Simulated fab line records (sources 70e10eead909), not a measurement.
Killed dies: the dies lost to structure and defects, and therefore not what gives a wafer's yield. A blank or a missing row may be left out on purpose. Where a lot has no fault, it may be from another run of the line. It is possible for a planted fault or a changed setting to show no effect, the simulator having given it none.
Matching of chambers ; flow nand_harc ; ald_hk-04 running NHARC_A_CHANNEL_FILL_D2_ALD_14: 4 sister chambers
The step deposits SiO2, target thk 2.5 nm, pulse time 10 s, ald cycles 25. 4 wafers are shown with their chamber, then 10 later ones without.

## WAFERS WITH THEIR CHAMBER
wafer;chamber;heater_power_w (W)
L092.2;0;399
L092.3;3;522
L092.4;2;446
L092.5;1;427

## WAFERS MISSING THEIR CHAMBER
wafer;heater_power_w (W)
L092.6;441
L093.1;528
L093.3;449
L093.5;409
L095.2;523
L095.4;416
L095.5;392
L096.4;410
L096.5;416
L096.6;530

## EACH ONE'S CHAMBER
wafer;from the rows above;in truth
L092.6;can't be placed: 2 or 1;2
L093.1;3;3
L093.3;2;2
L093.5;can't be placed: 0 or 1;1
L095.2;3;3
L095.4;can't be placed: 1 or 0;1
L095.5;0;0
L096.4;can't be placed: 0 or 1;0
L096.5;can't be placed: 1 or 0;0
L096.6;3;3
Correctly placed: 5 of 10. Cannot be placed on the basis of these rows: 5; the candidates contain the true chamber in 5. 0 placed wrongly.
How it was worked out, from the rows above alone: a wafer's distance from a chamber is the root of the sum, over the readings, of the square of ((its reading less the chamber's mean) divided by the reading's scatter). The wafer belongs to the nearest chamber; if the next one is less than 2 further off, it can't be placed. The mean given for a chamber averages the wafers shown for that chamber. The scatter (one wafer shown for each chamber): square how far every hidden wafer sits from the nearest shown wafer, average those squares and take the square root.
